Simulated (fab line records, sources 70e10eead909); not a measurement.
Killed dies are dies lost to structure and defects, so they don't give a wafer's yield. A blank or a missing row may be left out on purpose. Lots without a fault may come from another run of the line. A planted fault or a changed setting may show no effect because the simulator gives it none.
Which tool did it? | flow nand_harc | 24 lots, 72 wafers sampled, at 6 steps of a route of 1159

WHAT THE GAUGES READ, wafer by wafer
The record holds no reading of a measuring or inspecting step that can be judged against a usual standard deviation.

WHICH TOOL RAN EACH LOT (tool, then ch and the chambers of the sampled wafers, then the start)
lot  | NHARC_A_STAIRCASE_TRIM_191                    | NHARC_A_STAIRCASE_ETCH_199                    | NHARC_A_STAIRCASE_ETCH_201                    | NHARC_A_STAIRCASE_ETCH_234                    | NHARC_A_STAIRCASE_HM_DEP_456  | NHARC_A_STAIRCASE_ETCH_292
L074 | rie_diel-13 ch 2,3, day 11 10:12 or earlier   | rie_diel-09 ch 0,2,3, day 11 10:12 or earlier | rie_diel-09 ch 0,2,3, day 11 10:12 or earlier | rie_diel-08 ch 0,3, day 11 10:12 or earlier   | acl_dep-03 ch 0, day 11 10:12 | rie_diel-13 ch 0,1, day 11 13:03
L075 | rie_diel-08 ch 1,3, day 12 04:55 or earlier   | rie_diel-13 ch 0,1,3, day 12 04:55 or earlier | rie_diel-13 ch 1,2,3, day 12 04:55 or earlier | rie_diel-08 ch 0,1, day 12 04:55 or earlier   | acl_dep-03 ch 0, day 12 04:55 | rie_diel-09 ch 0,2, day 12 07:25
L076 | rie_diel-08 ch 1,2, day 12 09:46 or earlier   | rie_diel-13 ch 1,3, day 12 09:46 or earlier   | rie_diel-13 ch 2,3, day 12 09:46 or earlier   | rie_diel-08 ch 1,3, day 12 09:46 or earlier   | acl_dep-02 ch 0, day 12 09:46 | rie_diel-08 ch 2,3, day 12 12:11
L077 | rie_diel-08 ch 2,3, day 12 11:54 or earlier   | rie_diel-13 ch 1,2,3, day 12 11:54 or earlier | rie_diel-13 ch 1,2,3, day 12 11:54 or earlier | rie_diel-09 ch 1,2, day 12 11:54 or earlier   | acl_dep-02 ch 0, day 12 11:54 | rie_diel-08 ch 1,2,3, day 12 13:50
L078 | rie_diel-08 ch 0,2,3, day 12 08:52 or earlier | rie_diel-09 ch 0,1, day 12 08:52 or earlier   | rie_diel-09 ch 2,3, day 12 08:52 or earlier   | rie_diel-13 ch 1,2, day 12 08:52 or earlier   | acl_dep-03 ch 0, day 12 08:52 | rie_diel-09 ch 0,1,3, day 12 11:56
L081 | rie_diel-13 ch 0,1,2, day 12 21:27 or earlier | rie_diel-09 ch 0,1,3, day 12 21:27 or earlier | rie_diel-09 ch 1,3, day 12 21:27 or earlier   | rie_diel-08 ch 0,2, day 12 21:27 or earlier   | acl_dep-01 ch 0, day 12 21:27 | rie_diel-09 ch 0,1, day 13 00:19
L080 | rie_diel-09 ch 0,3, day 12 22:59 or earlier   | rie_diel-08 ch 0,1,2, day 12 22:59 or earlier | rie_diel-08 ch 1,2,3, day 12 22:59 or earlier | rie_diel-09 ch 0,1, day 12 22:59 or earlier   | acl_dep-01 ch 0, day 12 22:59 | rie_diel-08 ch 0,1,3, day 13 01:57
L082 | rie_diel-08 ch 0,3, day 13 06:23 or earlier   | rie_diel-09 ch 0,2, day 13 06:23 or earlier   | rie_diel-09 ch 0,1,2, day 13 06:23 or earlier | rie_diel-09 ch 0,1,3, day 13 06:23 or earlier | acl_dep-03 ch 0, day 13 06:23 | rie_diel-09 ch 0,2,3, day 13 09:18
L079 | rie_diel-08 ch 1,3, day 13 03:32 or earlier   | rie_diel-09 ch 0,1,2, day 13 03:32 or earlier | rie_diel-09 ch 1,2, day 13 03:32 or earlier   | rie_diel-13 ch 0,1, day 13 03:32 or earlier   | acl_dep-02 ch 0, day 13 03:32 | rie_diel-09 ch 1,2,3, day 13 06:03
L083 | rie_diel-13 ch 0,2, day 13 19:07 or earlier   | rie_diel-08 ch 0,1,3, day 13 19:07 or earlier | rie_diel-08 ch 0,1,2, day 13 19:07 or earlier | rie_diel-09 ch 2,3, day 13 19:07 or earlier   | acl_dep-01 ch 0, day 13 19:07 | rie_diel-09 ch 1,2, day 13 21:58
L086 | rie_diel-13 ch 0,1, day 14 08:45 or earlier   | rie_diel-08 ch 0,1, day 14 08:45 or earlier   | rie_diel-08 ch 0,2, day 14 08:45 or earlier   | rie_diel-08 ch 0,1,2, day 14 08:45 or earlier | acl_dep-02 ch 0, day 14 08:45 | rie_diel-08 ch 2,3, day 14 11:22
L084 | rie_diel-13 ch 0,2,3, day 14 08:44 or earlier | rie_diel-13 ch 0,1,3, day 14 08:44 or earlier | rie_diel-13 ch 0,1,3, day 14 08:44 or earlier | rie_diel-13 ch 0,2,3, day 14 08:44 or earlier | acl_dep-03 ch 0, day 14 08:44 | rie_diel-09 ch 0,1,2, day 14 11:43
L087 | rie_diel-09 ch 0,3, day 14 15:19 or earlier   | rie_diel-09 ch 0,1, day 14 15:19 or earlier   | rie_diel-09 ch 0,1, day 14 15:19 or earlier   | rie_diel-08 ch 0,1,2, day 14 15:19 or earlier | acl_dep-02 ch 0, day 14 15:19 | rie_diel-08 ch 0,1,3, day 14 17:41
L089 | rie_diel-13 ch 0,2,3, day 15 00:17 or earlier | rie_diel-13 ch 1,2,3, day 15 00:17 or earlier | rie_diel-13 ch 1,2, day 15 00:17 or earlier   | rie_diel-09 ch 0,1,2, day 15 00:17 or earlier | acl_dep-03 ch 0, day 15 00:17 | rie_diel-09 ch 0,1,3, day 15 03:35
L085 | rie_diel-13 ch 1,2,3, day 14 22:49 or earlier | rie_diel-08 ch 1,3, day 14 22:49 or earlier   | rie_diel-08 ch 0,1,2, day 14 22:49 or earlier | rie_diel-13 ch 0,1,2, day 14 22:49 or earlier | acl_dep-02 ch 0, day 14 22:49 | rie_diel-13 ch 1,2,3, day 15 01:44
L091 | rie_diel-13 ch 0,1, day 15 12:29 or earlier   | rie_diel-09 ch 2,3, day 15 12:29 or earlier   | rie_diel-09 ch 0,1, day 15 12:29 or earlier   | rie_diel-09 ch 0,1, day 15 12:29 or earlier   | acl_dep-01 ch 0, day 15 12:29 | rie_diel-09 ch 0,1,2, day 15 14:42
L088 | rie_diel-08 ch 0,1,3, day 15 11:13 or earlier | rie_diel-08 ch 0,2, day 15 11:13 or earlier   | rie_diel-08 ch 1,2,3, day 15 11:13 or earlier | rie_diel-13 ch 0,1,3, day 15 11:13 or earlier | acl_dep-02 ch 0, day 15 11:13 | rie_diel-08 ch 1,2,3, day 15 13:28
L090 | rie_diel-08 ch 0,2,3, day 15 11:59 or earlier | rie_diel-08 ch 0,1,2, day 15 11:59 or earlier | rie_diel-08 ch 0,2,3, day 15 11:59 or earlier | rie_diel-13 ch 1,2,3, day 15 11:59 or earlier | acl_dep-03 ch 0, day 15 11:59 | rie_diel-08 ch 0,2,3, day 15 14:58
L093 | rie_diel-13 ch 1,2,3, day 15 17:05 or earlier | rie_diel-13 ch 1,2,3, day 15 17:05 or earlier | rie_diel-13 ch 0,3, day 15 17:05 or earlier   | rie_diel-13 ch 0,3, day 15 17:05 or earlier   | acl_dep-03 ch 0, day 15 17:05 | rie_diel-09 ch 0,1, day 15 19:43
L092 | rie_diel-09 ch 0,1,3, day 15 18:44 or earlier | rie_diel-08 ch 0,1,3, day 15 18:44 or earlier | rie_diel-08 ch 0,2,3, day 15 18:44 or earlier | rie_diel-09 ch 0,2,3, day 15 18:44 or earlier | acl_dep-01 ch 0, day 15 18:44 | rie_diel-08 ch 0,1,3, day 15 21:40
L094 | rie_diel-13 ch 0,2, day 16 00:16 or earlier   | rie_diel-13 ch 0,1,3, day 16 00:16 or earlier | rie_diel-13 ch 0,1,2, day 16 00:16 or earlier | rie_diel-13 ch 1,3, day 16 00:16 or earlier   | acl_dep-03 ch 0, day 16 00:16 | rie_diel-13 ch 1,2,3, day 16 03:11
L096 | rie_diel-08 ch 1,2,3, day 16 13:57 or earlier | rie_diel-08 ch 0,1,2, day 16 13:57 or earlier | rie_diel-08 ch 1,3, day 16 13:57 or earlier   | rie_diel-08 ch 1,2, day 16 13:57 or earlier   | acl_dep-01 ch 0, day 16 13:57 | rie_diel-08 ch 0,2,3, day 16 16:45
L095 | rie_diel-08 ch 1,2,3, day 16 16:26 or earlier | rie_diel-08 ch 0,3, day 16 16:26 or earlier   | rie_diel-08 ch 0,1,3, day 16 16:26 or earlier | rie_diel-13 ch 2,3, day 16 16:26 or earlier   | acl_dep-03 ch 0, day 16 16:26 | rie_diel-08 ch 0,3, day 16 19:16
L097 | rie_diel-13 ch 1,2,3, day 17 11:32 or earlier | rie_diel-13 ch 0,1,2, day 17 11:32 or earlier | rie_diel-13 ch 0,2,3, day 17 11:32 or earlier | rie_diel-08 ch 1,2,3, day 17 11:32 or earlier | acl_dep-01 ch 0, day 17 11:32 | rie_diel-09 ch 0,1,3, day 17 14:37
- NHARC_A_STAIRCASE_TRIM_191: chemistry O2, time 211.2 s.
- NHARC_A_STAIRCASE_ETCH_199: etches the open film in C4F8/O2, target depth 100 nm, time 40.5 s.
- NHARC_A_STAIRCASE_ETCH_201: etches the open film in C4F8/O2, target depth 100 nm, time 40.5 s.
- NHARC_A_STAIRCASE_ETCH_234: etches the open film in C4F8/O2, target depth 100 nm, time 40.5 s.
- NHARC_A_STAIRCASE_HM_DEP_456: deposits aC, target thk 1500 nm.
- NHARC_A_STAIRCASE_ETCH_292: etches the open film in CF4/CHF3.

WHAT THE TOOLS THEMSELVES READ (means of the sampled wafers that have a number; where no wafer has one, the mark that the record gives instead)
NHARC_A_STAIRCASE_TRIM_191.
lot  | tool        | drypump_motor_current_A (A) | oes_product_au (a.u.) | rf_vpp_V (V) | showerhead_plenum_p_Torr (Torr) | throttle_valve_pct (%)
L074 | rie_diel-13 | 6.0                         | 0.998                 | 56.7         | 3.43                            | 17.028
L075 | rie_diel-08 | 6.4                         | 1.000                 | 57.8         | 3.44                            | 17.038
L076 | rie_diel-08 | 6.4                         | 0.994                 | 57.3         | 3.45                            | 17.041
L077 | rie_diel-08 | 6.3                         | 0.988                 | 57.7         | 3.48                            | 17.031
L078 | rie_diel-08 | 6.1                         | 0.997                 | 57.5         | 3.48                            | 17.036
L081 | rie_diel-13 | 6.0                         | 0.997                 | 57.9         | 3.59                            | 17.021
L080 | rie_diel-09 | 5.6                         | 0.986                 | 57.7         | 3.42                            | 17.037
L082 | rie_diel-08 | 6.2                         | 0.996                 | 58.0         | 3.47                            | 17.031
L079 | rie_diel-08 | 6.4                         | 0.996                 | 57.9         | 3.39                            | 17.037
L083 | rie_diel-13 | 6.1                         | 0.993                 | 57.4         | 3.53                            | 17.038
L086 | rie_diel-13 | 5.8                         | 0.996                 | 57.8         | 3.66                            | 17.042
L084 | rie_diel-13 | 5.9                         | 0.996                 | 58.2         | 3.49                            | 17.038
L087 | rie_diel-09 | 5.5                         | 0.988                 | 57.6         | 3.51                            | 17.036
L089 | rie_diel-13 | 5.9                         | 1.006                 | 58.6         | 3.49                            | 17.031
L085 | rie_diel-13 | 5.8                         | 1.009                 | 57.8         | 3.55                            | 17.040
L091 | rie_diel-13 | 5.8                         | 0.996                 | 58.5         | 3.71                            | 17.045
L088 | rie_diel-08 | 6.2                         | 0.993                 | 57.7         | 3.43                            | 17.030
L090 | rie_diel-08 | 6.1                         | 0.995                 | 57.8         | 3.47                            | 17.033
L093 | rie_diel-13 | 5.8                         | 1.002                 | 57.7         | 3.54                            | 17.042
L092 | rie_diel-09 | 6.0                         | 0.992                 | 58.2         | 3.47                            | 17.035
L094 | rie_diel-13 | 6.2                         | 1.001                 | 57.1         | 3.44                            | 17.039
L096 | rie_diel-08 | 6.4                         | 0.999                 | 57.2         | 3.42                            | 17.037
L095 | rie_diel-08 | 6.4                         | 0.997                 | 57.1         | 3.42                            | 17.035
L097 | rie_diel-13 | 5.8                         | 1.000                 | 58.0         | 3.53                            | 17.035

NHARC_A_STAIRCASE_ETCH_199.
lot  | tool        | oes_product_au (a.u.) | rf_vpp_V (V)
L074 | rie_diel-09 | 0.936                 | 897
L075 | rie_diel-13 | 0.948                 | 899
L076 | rie_diel-13 | 0.947                 | 898
L077 | rie_diel-13 | 0.935                 | 896
L078 | rie_diel-09 | 0.930                 | 891
L081 | rie_diel-09 | 0.945                 | 895
L080 | rie_diel-08 | 0.940                 | 893
L082 | rie_diel-09 | 0.924                 | 892
L079 | rie_diel-09 | 0.932                 | 895
L083 | rie_diel-08 | 0.959                 | 893
L086 | rie_diel-08 | 0.942                 | 893
L084 | rie_diel-13 | 0.947                 | 899
L087 | rie_diel-09 | 0.913                 | 893
L089 | rie_diel-13 | 0.931                 | 897
L085 | rie_diel-08 | 0.947                 | 891
L091 | rie_diel-09 | 0.944                 | 899
L088 | rie_diel-08 | 0.934                 | 894
L090 | rie_diel-08 | 0.922                 | 892
L093 | rie_diel-13 | 0.948                 | 897
L092 | rie_diel-08 | 0.939                 | 892
L094 | rie_diel-13 | 0.936                 | 899
L096 | rie_diel-08 | 0.939                 | 892
L095 | rie_diel-08 | 0.936                 | 895
L097 | rie_diel-13 | 0.950                 | 897

NHARC_A_STAIRCASE_ETCH_201.
lot  | tool        | oes_product_au (a.u.) | rf_vpp_V (V)
L074 | rie_diel-09 | 0.935                 | 896
L075 | rie_diel-13 | 0.935                 | 897
L076 | rie_diel-13 | 0.949                 | 893
L077 | rie_diel-13 | 0.933                 | 897
L078 | rie_diel-09 | 0.940                 | 900
L081 | rie_diel-09 | 0.947                 | 898
L080 | rie_diel-08 | 0.940                 | 893
L082 | rie_diel-09 | 0.918                 | 894
L079 | rie_diel-09 | 0.936                 | 899
L083 | rie_diel-08 | 0.946                 | 893
L086 | rie_diel-08 | 0.931                 | 895
L084 | rie_diel-13 | 0.951                 | 900
L087 | rie_diel-09 | 0.924                 | 891
L089 | rie_diel-13 | 0.944                 | 899
L085 | rie_diel-08 | 0.948                 | 893
L091 | rie_diel-09 | 0.933                 | 892
L088 | rie_diel-08 | 0.938                 | 893
L090 | rie_diel-08 | 0.928                 | 895
L093 | rie_diel-13 | 0.962                 | 897
L092 | rie_diel-08 | 0.936                 | 894
L094 | rie_diel-13 | 0.954                 | 898
L096 | rie_diel-08 | 0.951                 | 891
L095 | rie_diel-08 | 0.932                 | 892
L097 | rie_diel-13 | 0.955                 | 895

NHARC_A_STAIRCASE_ETCH_234.
lot  | tool        | oes_product_au (a.u.) | rf_vpp_V (V)
L074 | rie_diel-08 | 0.939                 | 894
L075 | rie_diel-08 | 0.946                 | 893
L076 | rie_diel-08 | 0.942                 | 892
L077 | rie_diel-09 | 0.942                 | 897
L078 | rie_diel-13 | 0.922                 | 899
L081 | rie_diel-08 | 0.934                 | 894
L080 | rie_diel-09 | 0.928                 | 891
L082 | rie_diel-09 | 0.928                 | 895
L079 | rie_diel-13 | 0.945                 | 900
L083 | rie_diel-09 | 0.936                 | 900
L086 | rie_diel-08 | 0.931                 | 893
L084 | rie_diel-13 | 0.941                 | 895
L087 | rie_diel-08 | 0.943                 | 893
L089 | rie_diel-09 | 0.933                 | 895
L085 | rie_diel-13 | 0.959                 | 898
L091 | rie_diel-09 | 0.924                 | 890
L088 | rie_diel-13 | 0.947                 | 899
L090 | rie_diel-13 | 0.937                 | 897
L093 | rie_diel-13 | 0.933                 | 896
L092 | rie_diel-09 | 0.940                 | 896
L094 | rie_diel-13 | 0.942                 | 901
L096 | rie_diel-08 | 0.925                 | 893
L095 | rie_diel-13 | 0.947                 | 891
L097 | rie_diel-08 | 0.948                 | 891

NHARC_A_STAIRCASE_HM_DEP_456.
lot  | tool       | throttle_valve_pct (%)
L074 | acl_dep-03 | 35.006
L075 | acl_dep-03 | 34.992
L076 | acl_dep-02 | 34.999
L077 | acl_dep-02 | 34.995
L078 | acl_dep-03 | 35.003
L081 | acl_dep-01 | 35.006
L080 | acl_dep-01 | 35.006
L082 | acl_dep-03 | 35.001
L079 | acl_dep-02 | 35.009
L083 | acl_dep-01 | 35.009
L086 | acl_dep-02 | 34.999
L084 | acl_dep-03 | 34.998
L087 | acl_dep-02 | 35.005
L089 | acl_dep-03 | 34.999
L085 | acl_dep-02 | 35.001
L091 | acl_dep-01 | 35.006
L088 | acl_dep-02 | 34.994
L090 | acl_dep-03 | 34.997
L093 | acl_dep-03 | 35.002
L092 | acl_dep-01 | 34.999
L094 | acl_dep-03 | 34.990
L096 | acl_dep-01 | 35.004
L095 | acl_dep-03 | 34.998
L097 | acl_dep-01 | 34.999

NHARC_A_STAIRCASE_ETCH_292.
lot  | tool        | drypump_motor_current_A (A) | oes_product_au (a.u.) | rf_vpp_V (V) | showerhead_plenum_p_Torr (Torr) | throttle_valve_pct (%)
L074 | rie_diel-13 | 5.8                         | 0.959                 | 372.4        | 1.64                            | 16.811
L075 | rie_diel-09 | 5.6                         | 0.949                 | 369.4        | 1.53                            | 16.810
L076 | rie_diel-08 | 6.3                         | 0.923                 | 369.9        | 1.55                            | 16.803
L077 | rie_diel-08 | 6.4                         | 0.962                 | 369.4        | 1.53                            | 16.803
L078 | rie_diel-09 | 5.9                         | 0.934                 | 369.9        | 1.55                            | 16.792
L081 | rie_diel-09 | 6.1                         | 0.914                 | 367.9        | 1.51                            | 16.804
L080 | rie_diel-08 | 6.1                         | 0.965                 | 369.4        | 1.53                            | 16.800
L082 | rie_diel-09 | 5.5                         | 0.968                 | 370.4        | 1.57                            | 16.811
L079 | rie_diel-09 | 5.8                         | 0.978                 | 371.9        | 1.60                            | 16.819
L083 | rie_diel-09 | 6.3                         | 0.934                 | 371.3        | 1.58                            | 16.811
L086 | rie_diel-08 | 6.3                         | 0.954                 | 369.4        | 1.54                            | 16.801
L084 | rie_diel-09 | 6.0                         | 0.941                 | 370.6        | 1.55                            | 16.805
L087 | rie_diel-08 | 6.2                         | 0.923                 | 368.5        | 1.53                            | 16.804
L089 | rie_diel-09 | 5.9                         | 0.917                 | 369.9        | 1.55                            | 16.802
L085 | rie_diel-13 | 5.8                         | 0.925                 | 370.2        | 1.58                            | 16.797
L091 | rie_diel-09 | 5.9                         | 0.964                 | 369.7        | 1.55                            | 16.795
L088 | rie_diel-08 | 6.4                         | 0.964                 | 369.0        | 1.53                            | 16.806
L090 | rie_diel-08 | 6.1                         | 0.946                 | 368.9        | 1.55                            | 16.802
L093 | rie_diel-09 | 6.1                         | 0.949                 | 368.2        | 1.50                            | 16.803
L092 | rie_diel-08 | 6.1                         | 0.959                 | 368.8        | 1.53                            | 16.809
L094 | rie_diel-13 | 5.8                         | 0.926                 | 370.7        | 1.58                            | 16.810
L096 | rie_diel-08 | 6.1                         | 0.969                 | 369.6        | 1.55                            | 16.795
L095 | rie_diel-08 | 6.2                         | 0.941                 | 369.6        | 1.54                            | 16.805
L097 | rie_diel-09 | 5.9                         | 0.918                 | 368.9        | 1.54                            | 16.803

THE ANSWER, worked out from the rows above alone
Rule: what is usual is taken from the lots themselves. Put in order of their means at a reading, lots are off if they are a third of the lots or fewer, leave a main group of 4 or more, and stand apart from it by a gap of 3 or more times the standard deviation of the main group's means; of several such gaps the widest counts. A main group whose means are all the same, to the digits that the tables above print for the reading, isn't used. A lot without any number at a reading at which 4 lots or more have one is off too. The other lots that the step has rows for count as sound. The gauges are gone through in route order, then the tools' own readings, and for those a lot's mean is taken as printed above. The first step at which some lot is off is used, and at that step the reading that is off furthest; a lot without a number counts as furthest.
No lot is off at any reading shown: from this, nothing can be told.

WHAT THE SIMULATOR HAD PUT IN
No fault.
